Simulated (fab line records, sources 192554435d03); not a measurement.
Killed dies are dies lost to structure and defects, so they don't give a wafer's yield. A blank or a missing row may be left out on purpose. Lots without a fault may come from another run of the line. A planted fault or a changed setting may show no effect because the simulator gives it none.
Split-lot experiment | flow n5_finfet | 7 lots, 21 wafers read, on a route of 1938 steps

THE SPLIT
At N5_SDB_COAT_05 (resist thk 90 nm), the setting spin_rpm was moved away from the recipe's 1500 rpm on 9 of the 21 wafers read, by -9.4% to +11.0%. The other wafers ran this setting at the recipe's value.

FROM THE SPLIT TO THE READING: what the file shows between them, 3 steps
- N5_SDB_EBR_07
- N5_SDB_SOFTBAKE_06: time 60 s
- N5_SDB_DESCUM_16: chemistry O2, time 7.9 s

THE READING
CAR-ArF_of_SDB_COAT_05.thk_nm (the simulator's own value, which no gauge read), in nm, at N5_SDB_ETCH_17 (etches SiARC in CF4, target depth 23.4 nm, time 39 s). The file gives no usual value for it. The 12 wafers here that ran the recipe average 66.6 nm, standard deviation 0.2 nm.

wafer  | tool, chamber at the split | spin_rpm as run, rpm | against the recipe | CAR-ArF_of_SDB_COAT_05.thk_nm, nm | against lot-mates on the recipe
L085.1 | litho_track-03, 0          | 1359                 | -9.4%              | 71                                | +4.2
L085.5 | litho_track-03, 0          | 1500                 | recipe             | 66.8                              | -
L085.6 | litho_track-03, 0          | 1500                 | recipe             | 66.8                              | -
L086.2 | litho_track-04, 0          | 1500                 | recipe             | 66.8                              | -
L086.3 | litho_track-04, 0          | 1500                 | recipe             | 66.8                              | -
L086.6 | litho_track-04, 0          | 1627                 | +8.5%              | 63.4                              | -3.4
L087.1 | litho_track-05, 0          | 1665                 | +11.0%             | 62                                | no lot-mate on the recipe
L087.5 | litho_track-05, 0          | 1665                 | +11.0%             | 62                                | no lot-mate on the recipe
L087.4 | litho_track-05, 0          | 1665                 | +11.0%             | 62.4                              | no lot-mate on the recipe
L089.1 | litho_track-04, 0          | 1638                 | +9.2%              | 62.8                              | -4.0
L089.3 | litho_track-04, 0          | 1500                 | recipe             | 66.8                              | -
L089.5 | litho_track-04, 0          | 1638                 | +9.2%              | 63                                | -3.8
L093.1 | litho_track-04, 0          | 1500                 | recipe             | 66.4                              | -
L093.2 | litho_track-04, 0          | 1500                 | recipe             | 66.6                              | -
L093.4 | litho_track-04, 0          | 1616                 | +7.7%              | 63                                | -3.5
L095.1 | litho_track-05, 0          | 1500                 | recipe             | 66.6                              | -
L095.2 | litho_track-05, 0          | 1500                 | recipe             | 66.4                              | -
L095.4 | litho_track-05, 0          | 1500                 | recipe             | 66.2                              | -
L096.1 | litho_track-03, 0          | 1500                 | recipe             | 66.8                              | -
L096.3 | litho_track-03, 0          | 1393                 | -7.1%              | 69.8                              | +3.1
L096.4 | litho_track-03, 0          | 1500                 | recipe             | 66.6                              | -

THE FIT
A straight line over all 21 wafers: CAR-ArF_of_SDB_COAT_05.thk_nm changes by -0.423 nm for each +1% of spin_rpm; r = -1.00; the points scatter about the line by 0.24 nm.
The same after taking each lot's own level away (the mean of its wafers on the recipe; 18 wafers): -0.431 nm for each +1%; r = -1.00; scatter 0.13 nm.
On that fit, the largest move of spin_rpm shifts the reading by 4.7 nm.
The lots' own levels span 66.40 to 66.80 nm, that is 2.0 times the standard deviation above.
So the lot-to-lot level changes the slope little: the two slopes agree.
Check: with one of the wafers moved furthest among these (-9.4%) left out of the fit, the line predicts +4.01 nm for it against its lot-mates. It came out at +4.2 nm against them.

OTHER SPLITS ON THESE WAFERS
These wafers also went through other splits before the reading. Each is held against what the fit with the lots' levels taken away leaves over:
other split on the same wafers | wafers away from the commonest value | r with CAR-ArF_of_SDB_COAT_05.thk_nm (lot level and that fit taken away)
N5_WELL_APT_PEB_23 peb_temp_c  | 7                                    | +0.13
N5_WELL_APT_DESCUM_30 time_s   | 5                                    | +0.12
N5_DUMMY_GATE_COAT_28 spin_rpm | 7                                    | +0.18
N5_SD_EPI_N_EPI_21 temp_c      | 8                                    | +0.04
N5_SD_EPI_P_COAT_34 spin_rpm   | 4                                    | +0.07

THE WHOLE CHAIN: every reading that the file lists as answering this split, in the file's order
step           | what it does                                         | reading                                                                        | change (the file's fit)               | r (the file's)
N5_SDB_COAT_05 | resist thk 90 nm                                     | CAR-ArF_of_SDB_COAT_05.thk_nm (the simulator's own value, which no gauge read) | -0.437 nm for each +1% of the setting | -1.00
N5_SDB_ETCH_17 | etches SiARC in CF4, target depth 23.4 nm, time 39 s | CAR-ArF_of_SDB_COAT_05.thk_nm (the simulator's own value, which no gauge read) | -0.431 nm for each +1% of the setting | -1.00

THE FILE'S OWN FIT
CAR-ArF_of_SDB_COAT_05.thk_nm changes by -0.431 nm for each +1% of spin_rpm, r = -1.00.
